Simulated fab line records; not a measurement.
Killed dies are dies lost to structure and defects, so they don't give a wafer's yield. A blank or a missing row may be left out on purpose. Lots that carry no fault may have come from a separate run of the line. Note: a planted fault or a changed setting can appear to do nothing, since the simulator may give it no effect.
fab line records | flow n5-finfet
[record] lots = 5 wafers = 15 last-day = 17
route steps=1938 shown HKMG_FIN@426 PASSIVATION@1936
lots with no fault: from the same line, run without faults
start-h: the number of hours between the record's first day and the start of the first shown wafer of the lot | wait-h: time in hours since the lot's previous step | " the same as in the row above | L1.1+2: one row covering several wafers at once | - no value, or no start given | * or withheld: withheld | < > ~ a bound
route shown NAME@n: a module of which the file shows steps, and the number in the route of the first | usual: mean/standard deviation taken from wafers without a fault | same: alike in all rows | chamber/n: place in a boat | sites: each site's reading | _std_site: standard deviation across them | _edge_site: mean of outer sites minus mean of inner sites | radius-mm: how far each site lies from the wafer's centre | mask NAME#n: copy n | behind: the most recent tool/chamber to have shaped the wafer | hold: the reason the lot was held/the length of the hold in hours/how it ended | device: the transistor (n, p or np) that didn't switch | end of line: the route-end tests of the same wafers | a step given without rows: its recipe and nothing more | killed: dies lost to structure and defects at the first sort, not the wafer's yield | map: a wafer's dies, marking killed ones x, the rest . and places with no die _
set.NAME: setting as actually run; set.NAME@STEP: the setting as run at that earlier step | model.NAME: the simulator's own value behind a step, which no gauge read
lots seen at some steps along the route; tables by step, rows by wafer
services: from which hour (start-h, from the record's first day; less than 0 if before it) a tool's chamber was out of use, for how many hours, and why
[[steps]]
[step N5_HKMG_FIN_SOFTBAKE_07]
[recipe] temp-c = 110 time-s = 60 resist = CAR-ArF
[step N5_HKMG_FIN_EXPOSE_09]
[recipe] mask-id = NWFM na = 1.35 source-shape = conventional sigma-outer = 0.8 polarization = unpolarized dose-mj = 39.25
[step N5_HKMG_FIN_PEB_10]
[recipe] peb-temp-c = withheld peb-time-s = 60 resist = CAR-ArF
[step N5_HKMG_FIN_DEVELOP_11]
[recipe] develop-time-s = 30 developer = TMAH resist = CAR-ArF dev-temp-c = 23 rinse-liquid = diw dry = air-spin
[step N5_HKMG_FIN_CD_MEAS_12]
[recipe] target-cd-nm = 92.8 landing-energy-ev = 500 detector = se-inlens
[usual] cd-nm = 93.0/0.51
// columns lot.wafer tool chamber start-h wait-h cd-nm
L466.2 cd-sem-02 0 96.39 - 93.9
L466.3 " 0 " " 92.8
L466.5 " 0 " " 94.4
L469.1 cd-sem-03 0 108.93 - 92.8
L469.2 " 0 " " 92.7
L469.5 " 0 " " 92.4
L474.2 cd-sem-01 0 138.33 - 93.0
L474.5 " 0 " " 92.4
L474.6 " 0 " " 93.1
L475.2 cd-sem-01 0 143.74 - 92.8
L475.3 " 0 " " 92.9
L475.5 " 0 " " 92.5
L484.1 cd-sem-03 0 194.23 - 92.7
L484.4 " 0 " " 92.0
L484.6 " 0 " " 93.0
[step N5_HKMG_FIN_OVL_MEAS_13]
[recipe] points-per-wafer = 44
[usual] NWFM_OVL = 0.1/0.61
// columns lot.wafer tool chamber start-h wait-h NWFM_OVL[nm]
L466.2 overlay-02 0 96.42 0.0 -0.8
L466.3 " 0 " " 0.0
L466.5 " 0 " " -0.3
L469.1 overlay-01 0 108.97 0.0 -0.5
L469.2 " 0 " " -1.3
L469.5 " 0 " " 0.0
L474.2 overlay-01 0 138.36 0.0 0.7
L474.5 " 0 " " 0.3
L474.6 " 0 " " 0.6
L475.2 overlay-02 0 143.77 0.0 0.3
L475.3 " 0 " " 0.5
L475.5 " 0 " " -0.2
L484.1 overlay-02 0 194.26 0.0 -0.4
L484.4 " 0 " " -0.2
L484.6 " 0 " " -0.3
[step N5_HKMG_FIN_INSPECT_14]
[recipe] mode = adi inspect-instrument = macro
[usual] raw-defect-count = 2.0/1.5
// columns lot.wafer tool chamber start-h wait-h raw-defect-count
L466.2 defect-inspect-02 - 96.45 0.0 2
L466.3 " - " " 7
L466.5 " - " " 1
L469.1 defect-inspect-02 - 108.99 0.0 3
L469.2 " - " " 1
L469.5 " - " " 3
L474.2 defect-inspect-02 - 138.39 0.0 1
L474.5 " - " " 1
L474.6 " - " " 0
L475.2 defect-inspect-01 - 143.79 0.0 3
L475.3 " - " " 0
L475.5 " - " " 2
L484.1 defect-inspect-02 - 194.29 0.0 0
L484.4 " - " " 1
L484.6 " - " " 4
[step N5_HKMG_FIN_DESCUM_17]
[recipe] chemistry = O2 time-s = 7.9 source-power-w = 50 bias-power-w = 20 pressure-mtorr = 20 rf-frequency-hz = 2.712e+07 temp-c = 40 resist = CAR-ArF o2-flow-sccm = 225
[usual] bias-power-w = 20.01/0.057 drypump-motor-current-A = 5.6/0.41 oes-product-au = 0.77/0.075 rf-vpp-V = 243.2/1.4 showerhead-plenum-p-Torr = 2.10/0.063 throttle-valve-pct = 20.38/0.21
// columns lot.wafer tool chamber start-h wait-h bias-power-w drypump-motor-current-A oes-product-au rf-hours-counter-h rf-vpp-V showerhead-plenum-p-Torr throttle-valve-pct
L466.2 rie-diel-03 2 96.60 0.2 20.02 5.4 0.85 66 243.7 2.11 20.14
L466.3 " 1 " " 20.03 5.3 0.88 37 244.5 2.14 20.16
L466.5 " 2 " " 19.99 5.4 0.83 - 243.9 2.12 20.14
L469.1 rie-diel-03 0 109.08 0.1 19.96 5.6 0.74 165 243.1 2.08 20.19
L469.2 " 3 " " 19.98 5.7 0.70 232 242.1 1.98 20.62
L469.5 " 2 " " 20.04 5.4 0.82 - 243.7 2.11 20.15
L474.2 rie-diel-02 2 138.81 0.4 20.11 5.2 0.71 217 244.6 2.17 20.81
L474.5 " 3 " " 19.88 5.6 0.74 - 243.4 2.09 20.39
L474.6 " 0 " " 19.97 5.3 0.72 - 240.3 2.01 20.41
L475.2 rie-diel-03 3 143.83 0.0 20.07 5.7 0.70 245 242.0 1.97 20.64
L475.3 " 2 " " 19.96 5.4 0.81 85 243.1 2.11 20.19
L475.5 " 0 " " 20.11 5.6 0.74 - 242.0 2.07 20.21
L484.1 rie-diel-02 2 194.75 0.5 20.02 5.2 0.70 234 244.3 2.16 20.82
L484.4 " 1 " " 19.90 6.2 0.71 219 245.1 2.14 20.30
L484.6 " 3 " " 20.10 5.6 0.73 - 242.5 2.08 20.39
[step N5_HKMG_FIN_ETCH_31]
[recipe] chemistry = CF4 target = SiARC target-depth-a = 455 mask-material = CAR-ArF time-s = 75.8 ion-energy-ev = 80 pressure-mtorr = 40 source-w = 545 bias-w = 36 Ar_flow_sccm = 100 cf4-flow-sccm = 100 ends = cleared
[usual] drypump-motor-current-A = 5.6/0.41 etch-rf-on-time-s = 75.6/1.7 oes-product-au = 0.66/0.063 rf-vpp-V = 184.1/1.2 showerhead-plenum-p-Torr = 2.14/0.062 throttle-valve-pct = 15.56/0.2
// columns lot.wafer tool chamber start-h wait-h drypump-motor-current-A etch-rf-on-time-s oes-product-au rf-hours-counter-h rf-vpp-V showerhead-plenum-p-Torr throttle-valve-pct
L466.2 rie-diel-03 2 96.64 0.0 5.4 74.7 0.72 66 184.7 2.16 15.30
L466.3 " 1 " " 5.3 76.0 0.75 37 184.6 2.18 15.30
L466.5 " 2 " " 5.4 74.7 0.71 - 185.0 2.16 15.30
L469.1 rie-diel-03 0 109.11 0.0 5.6 72.7 0.65 165 185.3 2.13 15.44
L469.2 " 3 " " 5.7 76.7 0.61 232 182.8 2.03 15.86
L469.5 " 2 " " 5.5 73.9 0.72 - 184.7 2.16 15.31
L474.2 rie-diel-02 2 138.85 0.0 5.2 76.3 0.60 217 185.0 2.20 15.93
L474.5 " 3 " " 5.6 73.2 0.65 - 184.2 2.14 15.56
L474.6 " 0 " " 5.3 77.4 0.61 - 184.0 2.04 15.51
L475.2 rie-diel-03 3 143.86 0.0 5.7 76.7 0.60 245 182.2 2.02 15.89
L475.3 " 2 " " 5.4 75.4 0.69 85 184.4 2.15 15.35
L475.5 " 0 " " 5.6 73.0 0.64 - 184.5 2.13 15.48
L484.1 rie-diel-02 2 194.79 0.0 5.2 76.7 0.60 234 186.0 2.20 15.96
L484.4 " 1 " " 6.2 78.4 0.60 219 184.5 2.20 15.63
L484.6 " 3 " " 5.6 72.3 0.64 - 183.7 2.13 15.60
[step N5_HKMG_FIN_ETCH_32]
[recipe] chemistry = N2/H2 target = SOC target-depth-a = 2400 temp-c = 40 time-s = 300 ion-energy-ev = 200 mask-material = SiARC pressure-mtorr = 30 source-w = 840 bias-w = 150 n2-flow-sccm = 200 h2-flow-sccm = 200
[usual] drypump-motor-current-A = 5.6/0.41 n2-flow-sccm = 199.9/0.51 oes-product-au = 0.77/0.075 rf-vpp-V = 524.0/2.3 run-length-s = 323.2/0.47 showerhead-plenum-p-Torr = 2.55/0.083 throttle-valve-pct = 17.82/0.26
// columns lot.wafer tool chamber start-h wait-h drypump-motor-current-A n2-flow-sccm oes-product-au rf-hours-counter-h rf-vpp-V run-length-s showerhead-plenum-p-Torr throttle-valve-pct
L466.2 rie-diel-03 2 96.70 0.0 5.4 200.0 0.85 66 524.7 323.6 2.56 17.49
L466.3 " 1 " " 5.3 199.5 0.89 37 524.5 324.1 2.60 17.50
L466.5 " 2 " " 5.4 200.0 0.85 - 525.1 322.9 2.56 17.51
L469.1 rie-diel-03 0 109.17 0.0 5.6 199.3 0.77 165 524.0 322.4 2.55 17.91
L469.2 " 3 " " 5.7 200.2 0.71 232 520.3 323.3 2.39 17.99
L469.5 " 2 " " 5.5 199.8 0.84 - 524.6 322.9 2.56 17.50
L474.2 rie-diel-02 2 138.91 0.0 5.2 199.8 0.71 217 525.7 323.6 2.64 18.36
L474.5 " 3 " " 5.6 200.2 0.76 - 523.7 323.5 2.54 17.84
L474.6 " 0 " " 5.3 199.8 0.72 - 520.6 323.7 2.40 17.57
L475.2 rie-diel-03 3 143.92 0.0 5.7 200.2 0.70 245 520.3 323.5 2.39 18.02
L475.3 " 2 " " 5.4 200.6 0.82 85 524.1 323.3 2.55 17.51
L475.5 " 0 " " 5.6 200.1 0.75 - 524.4 322.4 2.54 17.93
L484.1 rie-diel-02 2 194.84 0.0 5.2 199.5 0.70 234 525.8 323.8 2.64 18.38
L484.4 " 1 " " 6.2 199.2 0.71 219 525.7 322.7 2.63 17.90
L484.6 " 3 " " 5.6 199.9 0.75 - 523.7 322.8 2.53 17.85
[step N5_HKMG_FIN_STRIP_33]
[recipe] chemistry = N2/H2 temp-c = 40 n2-flow-sccm = 200 h2-flow-sccm = 200 rf-frequency-hz = 6e+07
[step N5_HKMG_FIN_STRIP_34]
[recipe] chemistry = CF4 resist = SiARC power-w = 300 bias-power-w = 75 pressure-mtorr = 50 cf4-flow-sccm = 150 rf-frequency-hz = 6e+07
[usual] bias-power-w = 75.03/0.23 drypump-motor-current-A = 5.6/0.41 oes-product-au = 0.76/0.071 rf-vpp-V = 271.1/1.4 showerhead-plenum-p-Torr = 1.80/0.049 throttle-valve-pct = 13.55/0.2
// columns lot.wafer tool chamber start-h wait-h bias-power-w drypump-motor-current-A oes-product-au rf-hours-counter-h rf-vpp-V showerhead-plenum-p-Torr throttle-valve-pct
L466.2 rie-diel-03 2 96.89 0.0 75.51 5.4 0.83 66 270.5 1.81 13.28
L466.3 " 1 " " 75.51 5.3 0.87 37 271.6 1.84 13.30
L466.5 " 2 " " 75.26 5.4 0.82 - 270.8 1.81 13.27
L469.1 rie-diel-03 0 109.36 0.0 75.07 5.6 0.74 165 270.8 1.79 13.45
L469.2 " 3 " " 75.48 5.7 0.71 232 269.2 1.69 13.83
L469.5 " 2 " " 75.20 5.4 0.82 - 270.3 1.81 13.28
L474.2 rie-diel-02 2 139.10 0.0 74.74 5.3 0.71 217 271.6 1.84 13.92
L474.5 " 3 " " 75.04 5.6 0.73 - 272.3 1.77 13.48
L474.6 " 0 " " 74.99 5.3 0.71 - 268.9 1.73 13.58
L475.2 rie-diel-03 3 144.11 0.0 74.94 5.7 0.70 245 267.6 1.69 13.88
L475.3 " 2 " " 74.99 5.4 0.81 85 271.7 1.80 13.30
L475.5 " 0 " " 74.67 5.6 0.73 - 271.3 1.79 13.49
L484.1 rie-diel-02 2 195.03 0.0 75.16 5.2 0.69 234 272.0 1.83 13.94
L484.4 " 1 " " 74.80 6.2 0.71 219 272.8 1.83 13.58
L484.6 " 3 " " 74.46 5.6 0.72 - 271.7 1.77 13.51
[step N5_HKMG_FIN_ETCH_35]
[recipe] chemistry = N2/H2 target = SOC target-depth-a = 2158 ion-energy-ev = 65 bias-w = 5 source-w = 3000 time-s = 243.4 pressure-mtorr = 30 n2-flow-sccm = 200 h2-flow-sccm = 200
[usual] drypump-motor-current-A = 5.6/0.41 n2-flow-sccm = 200.0/0.63 oes-product-au = 0.77/0.075 rf-vpp-V = 141.6/1.1 run-length-s = 266.7/0.47 showerhead-plenum-p-Torr = 2.55/0.083 throttle-valve-pct = 17.82/0.27
// columns lot.wafer tool chamber start-h wait-h drypump-motor-current-A n2-flow-sccm oes-product-au rf-hours-counter-h rf-vpp-V run-length-s showerhead-plenum-p-Torr throttle-valve-pct model.etch.depth-nm model.SOC_of_HKMG_FIN_COAT_29.thk-nm model.HKMG_FIN.feature-depth-nm
L466.2 rie-diel-03 2 96.91 0.0 5.4 199.6 0.84 66 141.2 266.2 2.56 17.51 218.6 82.2 218.6
L466.3 " 1 " " 5.3 200.8 0.89 37 142.4 266.8 2.60 17.50 213.4 87.2 213.4
L466.5 " 2 " " 5.5 201.1 0.84 - 142.2 267.0 2.56 17.50 219.4 79.8 219.4
L469.1 rie-diel-03 0 109.38 0.0 5.6 198.7 0.77 165 142.7 266.3 2.55 17.93 225.9 73.6 225.8
L469.2 " 3 " " 5.7 199.5 0.71 232 140.0 267.3 2.39 18.02 215.2 83.8 215.2
L469.5 " 2 " " 5.4 199.2 0.84 - 142.2 266.3 2.56 17.53 221.5 79 221.4
L474.2 rie-diel-02 2 139.12 0.0 5.2 198.9 0.71 217 142.9 267.2 2.64 18.35 212.5 87.6 212.4
L474.5 " 3 " " 5.6 200.1 0.76 - 143.1 266.6 2.54 17.82 225.9 74.8 225.8
L474.6 " 0 " " 5.3 199.9 0.71 - 140.5 266.5 2.40 17.57 210.7 90.2 210.8
L475.2 rie-diel-03 3 144.13 0.0 5.7 199.8 0.70 245 140.3 266.6 2.39 18.03 212.4 88.2 212.4
L475.3 " 2 " " 5.4 199.4 0.82 85 141.3 266.5 2.55 17.54 217.5 82.4 217.4
L475.5 " 0 " " 5.6 199.8 0.75 - 142.3 176.3 2.54 17.94 139.6 160.6 139.6
L484.1 rie-diel-02 2 195.05 0.0 5.2 199.8 0.70 234 143.5 267.5 2.64 18.38 213.8 86.2 213.8
L484.4 " 1 " " 6.2 199.0 0.71 219 141.7 266.7 2.63 17.93 213.4 87.2 213.4
L484.6 " 3 " " 5.7 199.8 0.75 - 141.7 266.2 2.53 17.85 226.3 73.6 226.2
[step N5_HKMG_FIN_STRIP_92]
[recipe] chemistry = N2/H2 material = SOC time-s = 20 power-w = 500 temp-c = 40 pressure-mtorr = 50 rf-frequency-hz = 6e+07 bias-power-w = 8 h2-frac = 0.5 n2-flow-sccm = 300 h2-flow-sccm = 300
[usual] bias-power-w = 8.001/0.025 drypump-motor-current-A = 5.7/0.41 n2-flow-sccm = 299.9/0.81 oes-product-au = 0.77/0.074 rf-vpp-V = 54.3/0.84 showerhead-plenum-p-Torr = 3.37/0.11 throttle-valve-pct = 19.0/0.44
// columns lot.wafer tool chamber start-h wait-h bias-power-w drypump-motor-current-A n2-flow-sccm oes-product-au rf-hours-counter-h rf-vpp-V showerhead-plenum-p-Torr throttle-valve-pct model.SOC_of_HKMG_FIN_COAT_29.thk-nm
L466.2 rie-diel-03 2 97.06 0.1 8.009 5.4 299.9 0.83 66 56.0 3.38 18.6 71.8
L466.3 " 1 " " 8.017 5.3 299.3 0.88 37 55.1 3.43 18.5 77
L466.5 " 2 " " 7.947 5.5 299.2 0.84 - 54.8 3.38 18.6 69.4
L469.1 rie-diel-03 0 109.53 0.1 8.016 5.6 299.3 0.77 165 54.5 3.37 19.6 63.2
L469.2 " 3 " " 8.001 5.7 300.5 0.72 232 54.0 3.17 19.2 73.6
L469.5 " 2 " " 8.000 5.5 299.5 0.83 - 54.2 3.38 18.6 68.6
L474.2 rie-diel-02 2 139.26 0.1 8.037 5.2 299.9 0.71 217 55.0 3.49 19.8 77.6
L474.5 " 3 " " 8.047 5.6 299.4 0.75 - 54.9 3.35 19.2 64.4
L474.6 " 0 " " 8.005 5.3 298.9 0.71 - 52.5 3.18 18.6 80.2
L475.2 rie-diel-03 3 144.28 0.1 7.984 5.7 299.1 0.71 245 52.9 3.16 19.2 78
L475.3 " 2 " " 8.031 5.4 300.6 0.81 85 54.0 3.37 18.7 72.2
L475.5 " 0 " " 7.973 5.6 302.2 0.76 - 53.5 3.36 19.6 150.2
L484.1 rie-diel-02 2 195.20 0.1 8.016 5.2 300.1 0.70 234 56.1 3.48 19.9 76
L484.4 " 1 " " 8.007 6.2 302.2 0.70 219 55.0 3.46 19.2 77.2
L484.6 " 3 " " 8.038 5.6 301.5 0.74 - 54.2 3.34 19.2 63
[step N5_HKMG_FIN_WET_ETCH_18]
[recipe] chemistry = SC1 target = TiN mix = 1:1:5 temp-c = * time-s = 55 target-depth-nm = 5.2 dry = ipa-marangoni rinse-time-s = 30 rinse-temp-c = 23
[step N5_PASSIVATION_PROBE_49]
[usual] killed_at_M0_to_M3 = 37/12 killed_at_M4_up = 14/5.3 killed-at-contacts = 12/6.2 killed-at-front-end = 41/11 killed-at-other = 3.7/2.9 killed-dies = 107/17 killed-open = 71/12 killed-short = 34/7.9
[same] gross-dies = 1180 killed-at-back-side = 0
// columns lot.wafer tool chamber start-h wait-h killed_at_M0_to_M3 killed_at_M4_up killed-at-contacts killed-at-front-end killed-at-other killed-dies killed-open killed-short
L466.2 prober-01 - 286.12 0.1 74 7 11 37 4 133 93 38
L466.3 prober-01 - 286.17 0.1 27 14 16 45 5 107 83 23
L466.5 prober-01 - 286.27 0.2 40 22 14 36 3 115 82 33
L469.1 prober-01 - 313.20 0.0 21 11 7 48 3 90 61 28
L469.2 prober-01 - 313.25 0.1 35 11 10 44 3 103 61 41
L469.5 prober-01 - 313.40 0.2 29 13 13 41 8 104 69 33
L474.2 prober-02 - 341.87 0.1 28 15 7 32 1 83 54 25
L474.5 prober-02 - 342.02 0.2 25 18 12 44 4 103 70 29
L474.6 prober-02 - 342.07 0.3 18 10 8 54 6 96 49 45
L475.2 prober-02 - 352.86 0.1 32 14 18 48 1 113 70 42
L475.3 prober-02 - 352.91 0.1 22 12 16 61 6 117 67 43
L475.5 prober-02 - 353.01 0.2 29 8 7 45 3 92 64 24
L484.1 prober-02 - 409.52 0.0 21 17 8 43 2 91 74 17
L484.4 prober-02 - 409.67 0.2 28 11 10 64 6 119 71 46
L484.6 prober-02 - 409.77 0.3 30 33 19 42 8 132 87 44
// killed by level:class
L466.2 BEOL_M3:geometric-particle:open=18 BEOL_M2:geometric-particle:open=14 BEOL_M0_SAQP:geometric-particle:short=13 STI_FIN_REVEAL:geometric-particle:open=11 BEOL_M1:geometric-particle:open=11 MOL_CONTACT_COAG:geometric-particle:open=10 FIN_SAQP:geometric-particle:open=7 BEOL_M0_SAQP:geometric-particle:open=5
L466.3 STI_FIN_REVEAL:geometric-particle:open=15 MOL_CONTACT_COAG:geometric-particle:open=12 BEOL_M0_SAQP:geometric-particle:open=8 FIN_SAQP:geometric-particle:open=7 FIN_SAQP:geometric-particle:short=6 BEOL_M3:geometric-particle:open=6 STARTING-WAFER:geometric-particle:open=5 MOL_CONTACT_COAG:geometric-particle:short=4
L466.5 MOL_CONTACT_COAG:geometric-particle:open=12 BEOL_M4:geometric-particle:open=12 STI_FIN_REVEAL:geometric-particle:open=10 BEOL_M3:geometric-particle:open=8 FIN_SAQP:geometric-particle:open=7 BEOL_M1:geometric-particle:open=7 BEOL_M0_SAQP:geometric-particle:short=7 FIN_SAQP:geometric-particle:short=6
L469.1 DUMMY_GATE:geometric-particle:open=16 STI_FIN_REVEAL:geometric-particle:open=8 MOL_CONTACT_COAG:geometric-particle:open=6 BEOL_M1:geometric-particle:open=6 DUMMY_GATE:geometric-particle:short=5 FIN_SAQP:geometric-particle:open=4 BEOL_M1:geometric-particle:short=4 BEOL_M5:geometric-particle:open=4
L469.2 DUMMY_GATE:geometric-particle:open=11 BEOL_M1:geometric-particle:open=9 GATE_CUT:geometric-particle:short=8 MOL_CONTACT_COAG:geometric-particle:open=8 BEOL_M0_SAQP:geometric-particle:short=7 GATE_CUT:geometric-particle:open=6 BEOL_M3:geometric-particle:open=6 DUMMY_GATE:geometric-particle:short=5
L469.5 DUMMY_GATE:geometric-particle:open=16 MOL_CONTACT_COAG:geometric-particle:open=9 BEOL_M1:geometric-particle:open=8 PASS1_CAP:geometric-particle:open=5 BEOL_M3:geometric-particle:short=5 BEOL_M5:geometric-particle:open=5 GATE_CUT:geometric-particle:short=4 MOL_CONTACT_COAG:geometric-particle:short=4
L474.2 BEOL_M0_SAQP:geometric-particle:open=9 BEOL_M4:geometric-particle:open=7 FIN_SAQP:geometric-particle:short=6 BEOL_M3:geometric-particle:open=6 GATE_CUT:geometric-particle:open=5 BEOL_M0_SAQP:geometric-particle:short=5 STI_FIN_REVEAL:geometric-particle:open=4 GATE_CUT:geometric-particle:short=4
L474.5 GATE_CUT:geometric-particle:open=11 MOL_CONTACT_COAG:geometric-particle:open=11 STI_FIN_REVEAL:geometric-particle:open=9 GATE_CUT:geometric-particle:short=9 FIN_SAQP:geometric-particle:short=6 BEOL_M1:geometric-particle:open=6 BEOL_M2:geometric-particle:open=4 BEOL_M4:geometric-particle:open=4
L474.6 GATE_CUT:geometric-particle:short=11 FIN_SAQP:geometric-particle:short=9 FIN_SAQP:geometric-particle:open=8 GATE_CUT:geometric-particle:open=8 STI_FIN_REVEAL:geometric-particle:open=5 MOL_CONTACT_COAG:geometric-particle:open=5 DUMMY_GATE:geometric-particle:open=4 BEOL_M0_SAQP:geometric-particle:short=4
L475.2 STI_FIN_REVEAL:geometric-particle:open=14 MOL_CONTACT_COAG:geometric-particle:open=12 DUMMY_GATE:geometric-particle:open=9 BEOL_M0_SAQP:geometric-particle:short=8 GATE_CUT:geometric-particle:short=7 BEOL_M0_SAQP:geometric-particle:open=7 FIN_SAQP:geometric-particle:short=6 MOL_CONTACT_COAG:geometric-particle:short=6
L475.3 MOL_CONTACT_COAG:geometric-particle:open=13 STI_FIN_REVEAL:geometric-particle:open=10 FIN_SAQP:geometric-particle:open=7 FIN_SAQP:geometric-particle:short=7 GATE_CUT:geometric-particle:short=7 DUMMY_GATE:geometric-particle:open=6 BEOL_M0_SAQP:geometric-particle:open=6 STARTING-WAFER:geometric-particle:short=6
L475.5 STI_FIN_REVEAL:geometric-particle:open=12 DUMMY_GATE:geometric-particle:open=7 BEOL_M2:geometric-particle:open=7 MOL_CONTACT_COAG:geometric-particle:open=7 BEOL_M0_SAQP:geometric-particle:open=7 BEOL_M0_SAQP:geometric-particle:short=6 GATE_CUT:geometric-particle:short=4 BEOL_M4:geometric-particle:open=4
L484.1 STI_FIN_REVEAL:geometric-particle:open=12 BEOL_M4:geometric-particle:open=9 DUMMY_GATE:geometric-particle:open=8 FIN_SAQP:geometric-particle:open=7 MOL_CONTACT_COAG:geometric-particle:open=6 BEOL_M0_SAQP:geometric-particle:open=6 FIN_SAQP:geometric-particle:short=5 BEOL_M0:geometric-particle:open=5
L484.4 STI_FIN_REVEAL:geometric-particle:open=19 FIN_SAQP:geometric-particle:open=12 FIN_SAQP:geometric-particle:short=10 MOL_CONTACT_COAG:geometric-particle:open=9 BEOL_M0_SAQP:geometric-particle:short=9 BEOL_M0_SAQP:geometric-particle:open=6 DUMMY_GATE:geometric-particle:open=5 BEOL_M2:geometric-particle:open=5
L484.6 MOL_CONTACT_COAG:geometric-particle:open=15 FIN_SAQP:geometric-particle:open=14 BEOL_M4:geometric-particle:open=12 FIN_SAQP:geometric-particle:short=9 BEOL_M0_SAQP:geometric-particle:open=9 BEOL_M0_SAQP:geometric-particle:short=8 BEOL_M5:geometric-particle:open=8 GATE_CUT:geometric-particle:short=6
[[services]]
// columns tool chamber start-h hours kind
rie-diel-02 0 79.64 8.6 repair
rie-diel-02 1 79.64 3.7 repair
rie-diel-02 - 145.40 4.3 pm
rie-diel-03 3 158.12 - clean
rie-diel-03 3 158.12 - consumable-replace:focus-ring
rie-diel-03 3 158.12 - consumable-replace:showerhead
rie-diel-03 3 158.12 16.4 scheduled-down
rie-diel-03 3 158.12 16.4 vent-cycle
rie-diel-02 - 163.03 3.2 repair
rie-diel-03 3 189.80 9.6 repair
[[key]]
[first-sign] step = N5_HKMG_FIN_ETCH_35 reading = run-length-s direction = down sigmas = 99+ usual = * struck = *
effect none on later readings
[model-effect] step = N5_HKMG_FIN_ETCH_35 value = etch.depth-nm without = 220.8 struck = 139.6
[model-effect] step = N5_HKMG_FIN_STRIP_92 value = SOC_of_HKMG_FIN_COAT_29.thk-nm without = 69 struck = 150.2
met-at N5_HKMG_FIN_ETCH_35
struck-wafers L475.5
tester-left-out L475
onset-between 109.38 144.13
[fault] kind = process-parameter-drift tool = rie-diel-03 chamber = 0 onset-h = 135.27 steps = N5_HKMG_FIN_ETCH_35 channel = time-s offset = * shape = step end-h = 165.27 acts-in = * stated = *
// tester-left-out: of these lots the tester's yield and bins aren't shown, on N5 and GAA mostly nor the transistor test; their killed dies are dies lost to structure and defects alone, not to doping, threshold or leakage, so they don't give the yield
